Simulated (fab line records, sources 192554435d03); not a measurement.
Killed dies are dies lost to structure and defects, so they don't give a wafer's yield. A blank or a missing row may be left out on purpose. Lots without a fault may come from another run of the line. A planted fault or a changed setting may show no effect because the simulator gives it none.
One fault seen from 3 desks | flow n5_finfet | each desk has only its own numbers; what lay behind them comes last

THE DEFECT DESK
What the inspections along the route counted, lot by lot: means of the sampled wafers that have a number. A lot is out of limits, marked OUT, if its mean lies more than 4 standard deviations from the usual mean; the brackets give that distance.
Columns: A = raw_defect_count at N5_BEOL_M3_INSPECT_30, usual 421
lot  | first seen here | A
L678 | day 6 23:09     | 414
L680 | day 8 10:11     | 510
L683 | day 8 13:34     | 454
L685 | day 9 01:05     | 456
L690 | day 10 14:16    | 788
L695 | day 11 13:23    | 385
L696 | day 11 19:37    | 329
L700 | day 12 20:01    | 385
This desk's finding: nothing out of limits on any of the 8 lots.

THE TOOL OWNER'S DESK: rie_diel-02
The tool's own readings at N5_BEOL_M3_STRIP_19 (strips in O2): means of the sampled wafers that have a number, for each lot that ran on this tool. A lot is out of limits, marked OUT, if its mean lies more than 4 standard deviations from the usual mean; the brackets give that distance.
Columns: A = drypump_motor_current_A at N5_BEOL_M3_STRIP_19, usual 5.6 A; B = oes_product_au at N5_BEOL_M3_STRIP_19, usual 0.83 a.u.; C = rf_vpp_V at N5_BEOL_M3_STRIP_19, usual 3.7 V; D = showerhead_plenum_p_Torr at N5_BEOL_M3_STRIP_19, usual 2.12 Torr; E = throttle_valve_pct at N5_BEOL_M3_STRIP_19, usual 16.63 %
lot  | first seen here | A   | B    | C   | D    | E
L690 | day 10 13:39    | 5.2 | 0.80 | 3.9 | 2.14 | 16.59
This desk's finding: nothing out of limits on the one lot.

THE METROLOGY DESK
What the gauges read, lot by lot, whatever tool the lot ran on: means of the sampled wafers that have a number. A lot is out of limits, marked OUT, if its mean lies more than 4 standard deviations from the usual mean; the brackets give that distance. Of its 10 readings 7 are shown: those that lie furthest out on some lot.
Columns: A = DIBL_N at N5_BEOL_M4_RC_MEAS_101, usual 35.7 mV/V; B = DIBL_P at N5_BEOL_M4_RC_MEAS_101, usual 35.7 mV/V; C = IOFF_N at N5_BEOL_M4_RC_MEAS_101, usual 0.155 nA/um; D = IOFF_P at N5_BEOL_M4_RC_MEAS_101, usual 0.20 nA/um; E = ION_P at N5_BEOL_M4_RC_MEAS_101, usual 462 uA/um; F = VT_N at N5_BEOL_M4_RC_MEAS_101, usual 250 mV; G = VT_P at N5_BEOL_M4_RC_MEAS_101, usual -251 mV
lot  | first seen here | A    | B    | C     | D    | E   | F   | G
L678 | day 8 07:52     | 36.4 | 35.8 | 0.155 | 0.21 | 460 | 251 | -251
L680 | day 9 02:08     | 34.6 | 34.8 | 0.156 | 0.21 | 465 | 248 | -249
L683 | day 9 06:25     | 32.8 | 32.7 | 0.126 | 0.17 | 455 | 251 | -253
L685 | day 10 01:29    | 32.9 | 32.3 | 0.104 | 0.14 | 456 | 256 | -256
L690 | day 11 12:53    | 35.0 | 35.3 | 0.161 | 0.22 | 473 | 248 | -248
L695 | day 12 03:52    | 36.1 | 37.0 | 0.170 | 0.22 | 467 | 246 | -249
L696 | day 13 05:15    | 34.0 | 34.8 | 0.130 | 0.15 | 454 | 251 | -257
L700 | day 14 00:10    | 36.7 | 38.7 | 0.167 | 0.21 | 462 | 248 | -252
This desk's finding: nothing out of limits on any of the 8 lots.

PUT TOGETHER
The defect desk saw nothing out of limits.
The tool owner's desk saw nothing out of limits.
The metrology desk saw nothing out of limits.

WHAT THE SIMULATOR HAD PUT IN
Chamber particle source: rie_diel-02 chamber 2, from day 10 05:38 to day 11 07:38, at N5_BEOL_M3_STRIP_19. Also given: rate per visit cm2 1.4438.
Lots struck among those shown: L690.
